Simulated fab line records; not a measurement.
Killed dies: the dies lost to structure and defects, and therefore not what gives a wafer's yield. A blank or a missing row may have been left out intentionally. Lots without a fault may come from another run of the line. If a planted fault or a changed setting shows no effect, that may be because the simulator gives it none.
A lot that was struck, set against a sound lot ; flow nandHarc ; 15 out of 1159 route steps
Sound: these wafers, L753.2, L753.3, L753.4. Struck: wafers L748.1, L748.4, L748.5. Last of all comes the cause.
Order at every step that has rows: each side's tool, ch and its chambers, its first start. Under that, the readings that differ: sound wafers ; struck wafers ; difference of the means ; sigmas: that difference in standard deviations of wafers without a fault.
alike: a reading whose means differ by less than 2 such deviations, as well as words and numbers matching on both sides. not compared: withheld readings; readings where some wafer has no value; bounds like >300 that might hide an equal value; numbers whose values overlap and for which the record gives no deviation.
The two part at a step that has a row with sigmas, a row that says differs or no value, or rows on one side only. Numbers that have no deviation but don't overlap get no sigmas and don't part them. Lack of a reading on every wafer of one side parts them only where that side has two or more wafers.

first, 7 steps without rows for these wafers: NHARC_A_SLIT_HMDS_02 (time 30 s); NHARC_A_SLIT_COAT_03 (resist thk 90 nm); NHARC_A_SLIT_SOFTBAKE_04 (time 55 s); NHARC_A_SLIT_EBR_05; NHARC_A_SLIT_EXPOSE_06 (exposes mask SLIT); NHARC_A_SLIT_PEB_07 (peb time 65 s); NHARC_A_SLIT_DEVELOP_08 (develop time 35 s).
NHARC_A_SLIT_CD_MEAS_09: the cd target is 300 nm.
  sound on cdSem-03 ch 0, day 21 02:05; struck on cdSem-01 ch 0, day 17 21:16
  alike: cdNm
NHARC_A_SLIT_OVL_MEAS_10:
  sound on overlay-02, day 21 02:10; struck on overlay-01, day 17 21:21
  alike: overlayXNm, overlayYNm
NHARC_A_SLIT_INSPECT_11:
  sound on defectInspect-02, day 21 02:12; struck on defectInspect-01, day 17 21:23
  alike: rawDefectCount
NHARC_A_SLIT_DESCUM_14: chemistry O2, time 3 s.
  sound on rieDiel-10 ch 0,1,2, day 21 02:16; struck on rieDiel-02 ch 1,2,3, day 17 21:28
  alike: drypumpMotorCurrentA, oesProductAu, rfVppV, showerheadPlenumPTorr, throttleValvePct
  not compared: rfHoursCounterH
NHARC_A_SLIT_ETCH_24: etches the open film in CF4/CHF3, target depth 121 nm, time 60.5 s.
  sound on rieDiel-10 ch 0,1,2, day 21 02:21; struck on rieDiel-02 ch 2,3, day 17 21:32
  alike: biasW, cf4FlowSccm, drypumpMotorCurrentA, oesProductAu, rfVppV, showerheadPlenumPTorr, throttleValvePct
  not compared: rfHoursCounterH
NHARC_A_SLIT_ETCH_15: etches the open film in O2/COS, target depth 3200 nm, time 832 s.
  sound on rieDiel-10 ch 1,2,3, day 21 02:26; struck on rieDiel-02 ch 1,3, day 17 21:41
  no value came back on the struck wafers for any of 8 readings (biasW (W), chamberPressureMTorr (mTorr) and others); on the sound wafers biasW (W) reads 300.6 301.1 300.8
NHARC_A_SLIT_ETCH_17: etches the open film in C4F8/O2/Ar, time 1687.5 s, target depth 10100 nm.
  sound on harEtch-01 ch 0,1, day 21 04:35; struck on harEtch-02 ch 0,1, day 17 22:28
  alike: c4f8FlowSccm, chamberPressureMTorr, drypumpMotorCurrentA, heBacksideLeakSccm, showerheadPlenumPTorr, throttleValvePct
  not compared: rfHoursCounterH
-- the record jumps here: 8 days lie between the struck wafers' starts before and after (it left off in module A_SLIT and takes up again in module END, whose first step shown is number 1159 of the route) --
NHARC_END_SORT_01:
  sound on prober-02 ch 0, day 26 22:29; struck on prober-02 ch 0, day 25 22:25
reading;sound;struck;difference;sigmas
killedAtArray;18 14 19;673 675 670;+656;+60
killedDies;24 22 22;677 677 677;+654;+59
  alike: killedAtOther, killedAtPeriphery, killedOpen, killedShort

== WHERE THEY PART ==
At NHARC_A_SLIT_ETCH_15 first; at NHARC_END_SORT_01 last (within this record only).

WHY: what had been put in by the simulator
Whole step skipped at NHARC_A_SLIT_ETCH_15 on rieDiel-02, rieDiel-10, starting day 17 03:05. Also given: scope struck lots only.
